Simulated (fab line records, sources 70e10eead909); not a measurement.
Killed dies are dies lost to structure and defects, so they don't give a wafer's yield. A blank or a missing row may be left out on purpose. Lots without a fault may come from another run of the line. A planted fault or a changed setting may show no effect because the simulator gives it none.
Which tool did it? | flow nand_harc | 11 lots, 33 wafers sampled, at 4 steps of a route of 1159

WHAT THE GAUGES READ, wafer by wafer
NHARC_P_M2_CD_MEAS_09: target cd 170 nm.
lot  | measured     | on        | cd_nm (nm)
L697 | day 6 14:31  | cd_sem-02 | 170.9 170.1 170.8
L696 | day 6 15:31  | cd_sem-01 | 168.4 169.6 169.5
L695 | day 6 15:55  | cd_sem-02 | 168.1 169.0 169.0
L698 | day 7 01:12  | cd_sem-03 | 169.7 170.3 170.0
L699 | day 7 01:32  | cd_sem-02 | 170.3 170.8 169.7
L700 | day 7 08:48  | cd_sem-03 | 169.5 168.0 168.4
L701 | day 7 15:41  | cd_sem-03 | 169.6 168.9 170.2
L710 | day 10 06:19 | cd_sem-01 | 179.1 174.5 174.5
L714 | day 10 20:50 | cd_sem-03 | 170.2 170.5 170.6
L717 | day 11 13:43 | cd_sem-01 | 170.7 169.1 170.0
L718 | day 11 18:55 | cd_sem-03 | 167.1 168.8 168.0

WHICH TOOL RAN EACH LOT (tool, then ch and the chambers of the sampled wafers, then the start)
lot  | NHARC_P_M0_ANNEAL_30             | NHARC_P_M1_PVD_20                       | NHARC_P_M2_EXPOSE_06
L697 | rtp_anneal-02 ch 0, day 6 08:11  | pvd_sputter-01, day 6 14:23 or earlier  | arfi_scanner-03 ch 0, day 6 14:23
L696 | rtp_anneal-01 ch 0, day 6 08:49  | pvd_sputter-01, day 6 15:22 or earlier  | arfi_scanner-01 ch 0, day 6 15:22
L695 | rtp_anneal-01 ch 0, day 6 09:22  | pvd_sputter-01, day 6 15:47 or earlier  | arfi_scanner-03 ch 0, day 6 15:47
L698 | rtp_anneal-01 ch 0, day 6 18:38  | pvd_sputter-01, day 7 01:04 or earlier  | arfi_scanner-02 ch 0, day 7 01:04
L699 | rtp_anneal-01 ch 0, day 6 19:14  | pvd_sputter-02, day 7 01:24 or earlier  | arfi_scanner-03 ch 0, day 7 01:24
L700 | rtp_anneal-02 ch 0, day 7 02:29  | pvd_sputter-02, day 7 08:40 or earlier  | arfi_scanner-01 ch 0, day 7 08:40
L701 | rtp_anneal-01 ch 0, day 7 09:25  | pvd_sputter-02, day 7 15:33 or earlier  | arfi_scanner-03 ch 0, day 7 15:33
L710 | rtp_anneal-02 ch 0, day 9 23:25  | pvd_sputter-01, day 10 06:11 or earlier | arfi_scanner-03 ch 0, day 10 06:11
L714 | rtp_anneal-01 ch 0, day 10 14:02 | pvd_sputter-02, day 10 20:41 or earlier | arfi_scanner-02 ch 0, day 10 20:41
L717 | rtp_anneal-02 ch 0, day 11 07:14 | pvd_sputter-01, day 11 13:34 or earlier | arfi_scanner-01 ch 0, day 11 13:34
L718 | rtp_anneal-01 ch 0, day 11 09:24 | pvd_sputter-01, day 11 18:47 or earlier | arfi_scanner-01 ch 0, day 11 18:47
- NHARC_P_M0_ANNEAL_30: time 90 s.
- NHARC_P_M1_PVD_20: deposits TaN, target thk 5 nm, time 8.06 s.
- NHARC_P_M2_EXPOSE_06: exposes mask P M2, target cd 170 nm.

WHAT THE TOOLS THEMSELVES READ (means of the sampled wafers that have a number; where no wafer has one, the mark that the record gives instead)
NHARC_P_M0_ANNEAL_30.
lot  | tool          | wafer_temp_C_max
L697 | rtp_anneal-02 | 225.90
L696 | rtp_anneal-01 | 226.11
L695 | rtp_anneal-01 | 226.00
L698 | rtp_anneal-01 | 226.12
L699 | rtp_anneal-01 | 226.05
L700 | rtp_anneal-02 | 225.95
L701 | rtp_anneal-01 | 226.19
L710 | rtp_anneal-02 | 225.71
L714 | rtp_anneal-01 | 225.95
L717 | rtp_anneal-02 | 225.92
L718 | rtp_anneal-01 | 226.12

NHARC_P_M1_PVD_20.
lot  | tool           | throttle_valve_pct (%)
L697 | pvd_sputter-01 | 29.3
L696 | pvd_sputter-01 | 30.8
L695 | pvd_sputter-01 | 29.9
L698 | pvd_sputter-01 | 30.0
L699 | pvd_sputter-02 | 30.8
L700 | pvd_sputter-02 | 30.8
L701 | pvd_sputter-02 | 30.6
L710 | pvd_sputter-01 | 30.0
L714 | pvd_sputter-02 | 30.5
L717 | pvd_sputter-01 | 29.9
L718 | pvd_sputter-01 | 30.2

NHARC_P_M2_EXPOSE_06.
lot  | tool            | exposure_dose_mJ_cm2
L697 | arfi_scanner-03 | 80.63
L696 | arfi_scanner-01 | 80.75
L695 | arfi_scanner-03 | 80.78
L698 | arfi_scanner-02 | 80.77
L699 | arfi_scanner-03 | 80.86
L700 | arfi_scanner-01 | 80.94
L701 | arfi_scanner-03 | 80.79
L710 | arfi_scanner-03 | 78.26
L714 | arfi_scanner-02 | 80.76
L717 | arfi_scanner-01 | 80.69
L718 | arfi_scanner-01 | 80.87

THE ANSWER, worked out from the rows above alone
Rule: what is usual is taken from the lots themselves. Put in order of their means at a reading, lots are off if they are a third of the lots or fewer, leave a main group of 4 or more, and stand apart from it by a gap of 3 or more times the standard deviation of the main group's means; of several such gaps the widest counts. A main group whose means are all the same, to the digits that the tables above print for the reading, isn't used. A lot without any number at a reading at which 4 lots or more have one is off too. The other lots that the step has rows for count as sound. The gauges are gone through in route order, then the tools' own readings, and for those a lot's mean is taken as printed above. The first step at which some lot is off is used, and at that step the reading that is off furthest; a lot without a number counts as furthest.
Off: L710, at NHARC_P_M2_CD_MEAS_09 (cd_nm). The main group: mean 169.5 nm, standard deviation 0.83.
A tool fits if, at a process step before that reading, it ran every lot that is off, and no sound lot after the first of them. The gauges at NHARC_P_M2_CD_MEAS_09 aren't tried: what is off there is off at NHARC_P_M2_EXPOSE_06 too, on other tools, and a gauge's error can't cause that. NHARC_P_M1_PVD_20 gives no start for some lots, so the hours and the order of its lots are those of NHARC_P_M2_EXPOSE_06. One fits: arfi_scanner-03 at NHARC_P_M2_EXPOSE_06. Its last sound lot is L701 (day 7 15:33), its first lot that is off L710 (day 10 06:11): a fault that began between those two fits.
The tool's own readings at NHARC_P_M2_EXPOSE_06 bear it out: on the lots that are off they differ by more than 5 times the standard deviation of the sound lots' means. exposure_dose_mJ_cm2 reads 78.26 there against 80.78 on the sound lots.

WHAT THE SIMULATOR HAD PUT IN
Process parameter drift: arfi_scanner-03, from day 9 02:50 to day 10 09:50, at NHARC_P_M2_EXPOSE_06. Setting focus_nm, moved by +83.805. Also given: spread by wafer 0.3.
Lots struck among those shown: L710. The rule above found the same.
